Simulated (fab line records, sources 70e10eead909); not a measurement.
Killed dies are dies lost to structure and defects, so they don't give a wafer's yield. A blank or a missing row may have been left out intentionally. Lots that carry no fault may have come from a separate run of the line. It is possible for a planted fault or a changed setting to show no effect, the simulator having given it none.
Matching of chambers ; flow nand_harc ; NHARC_P_M0_DEP_32 on pecvd-03: 3 sister chambers
The step deposits SiCN, target thk 30 nm. 3 wafers are shown with their chamber, then 9 later ones without.

WAFERS WITH THEIR CHAMBER
wafer;chamber;showerhead_vpp_V (V)
L085.6;2;1357
L088.4;0;1159
L088.5;1;1261

WAFERS WHOSE CHAMBER IS MISSING
wafer;showerhead_vpp_V (V)
L090.1;1141
L090.3;1282
L090.5;1343
L094.1;1258
L094.4;1169
L094.6;1361
L097.2;1270
L097.3;1339
L097.5;1350

CHAMBER TAKEN BY EACH
wafer;from the rows above;in truth
L090.1;0;0
L090.3;1;1
L090.5;2;2
L094.1;1;1
L094.4;0;0
L094.6;2;2
L097.2;1;1
L097.3;2;2
L097.5;2;2
9 of 9 placed correctly. Not placeable from these rows: 0. 0 placed wrongly.
How it was worked out, from the rows above alone: a wafer's distance from a chamber is the root of the sum, over the readings, of the square of ((its reading less the chamber's mean) divided by the reading's scatter). If the next closest chamber is less than 2 further off than the closest, the wafer can't be placed; otherwise it belongs to the closest. The mean given for a chamber averages the wafers shown for that chamber. The scatter: with one shown wafer a chamber, the root of the mean of the squares of how far each hidden wafer lies from its nearest shown one.
